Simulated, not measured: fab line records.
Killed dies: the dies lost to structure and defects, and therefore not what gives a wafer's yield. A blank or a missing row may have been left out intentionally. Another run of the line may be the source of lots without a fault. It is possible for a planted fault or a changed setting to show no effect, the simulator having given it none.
Which tool was responsible?	flow n5Finfet	10 lots with 28 wafers sampled at 4 steps, on a route of 1938 steps

WHAT EACH GAUGE READ, for each wafer
N5_BEOL_M6_CD_MEAS_35: target cd 40 nm, target cd y 28 nm.
lot	measured	on	cdNm (nm)
L424	day 8 09:35	cdSem-01	40.3 40.4 40.9
L425	day 9 04:01	cdSem-03	40.3 40.7 39.4
L427	day 9 12:59	cdSem-01	40.3 40.9 40.7
L428	day 9 16:29	cdSem-03	41.9 40.2 40.2
L430	day 10 12:34	cdSem-01	38.9 40.8 39.1
L432	day 10 18:44	cdSem-02	39.7 40.5 40.1
L433	day 10 22:16	cdSem-03	40.3 40.9 39.3
L439	day 13 01:32	cdSem-02	40.7 40.9 40.2
L445	day 15 00:50	cdSem-03	40.1 40.6
L446	day 15 09:54	cdSem-03	40.3 40.0

TOOL THAT RAN EACH LOT (tool first, then ch and the chambers of the sampled wafers, then the start)
lot	N5_BEOL_M6_ETCH_72	N5_BEOL_M6_ETCH_65	N5_BEOL_M6_VIA_ETCH_34
L424	rieDiel-04 ch 1,2,3, day 8 09:02	rieDiel-04 ch 1,2,3, day 8 09:03	rieDiel-04 ch 1,2,3, day 8 09:11
L425	rieDiel-05 ch 0,1, day 9 03:28	rieDiel-05 ch 0,1, day 9 03:29	rieDiel-05 ch 0,1, day 9 03:37
L427	rieDiel-06 ch 1,3, day 9 12:26	rieDiel-06 ch 1,3, day 9 12:27	rieDiel-06 ch 1,3, day 9 12:35
L428	rieDiel-04 ch 1,2,3, day 9 15:57	rieDiel-04 ch 1,2,3, day 9 15:58	rieDiel-04 ch 1,2,3, day 9 16:05
L430	rieDiel-06 ch 1,2,3, day 10 12:01	rieDiel-06 ch 1,2,3, day 10 12:02	rieDiel-06 ch 1,2,3, day 10 12:10
L432	rieDiel-05 ch 1,2,3, day 10 18:11	rieDiel-05 ch 1,2,3, day 10 18:12	rieDiel-05 ch 1,2,3, day 10 18:20
L433	rieDiel-05 ch 0,1,2, day 10 21:42	rieDiel-05 ch 0,1,2, day 10 21:43	rieDiel-05 ch 0,1,2, day 10 21:51
L439	rieDiel-04 ch 0,1,3, day 13 01:00	rieDiel-04 ch 0,1,3, day 13 01:01	rieDiel-04 ch 0,1,3, day 13 01:08
L445	rieDiel-04 ch 2,3, day 15 00:17	rieDiel-04 ch 2,3, day 15 00:17	rieDiel-04 ch 2,3, day 15 00:25
L446	rieDiel-04 ch 1,3, day 15 09:22	rieDiel-04 ch 1,3, day 15 09:23	rieDiel-04 ch 1,3, day 15 09:31
- N5_BEOL_M6_ETCH_72: etches underlayer in N2/H2, target depth 6.5 nm, time 5.2 s.
- N5_BEOL_M6_ETCH_65: etches SiARC in CF4, target depth 15.6 nm, time 26 s.
- N5_BEOL_M6_VIA_ETCH_34: etches SiCOH lowk in C4F6/O2, target depth 126.3 nm, time 50.9 s.

THE ANSWER, worked out from the rows above alone
Rule: what is usual is taken from the lots themselves. Put in order of their means at a reading, lots are off if they are a third of the lots or fewer, leave a main group of 4 or more, and stand apart from it by a gap of 3 or more times the standard deviation of the main group's means; of several such gaps the widest counts. A main group whose means are all the same, to the digits that the tables above print for the reading, isn't used. Also off: a lot with no number at a reading for which 4 or more lots have one. All remaining lots with rows at the step are treated as sound.
No lot is off at any reading shown: from this, nothing can be told.

WHAT WAS PUT IN BY THE SIMULATOR
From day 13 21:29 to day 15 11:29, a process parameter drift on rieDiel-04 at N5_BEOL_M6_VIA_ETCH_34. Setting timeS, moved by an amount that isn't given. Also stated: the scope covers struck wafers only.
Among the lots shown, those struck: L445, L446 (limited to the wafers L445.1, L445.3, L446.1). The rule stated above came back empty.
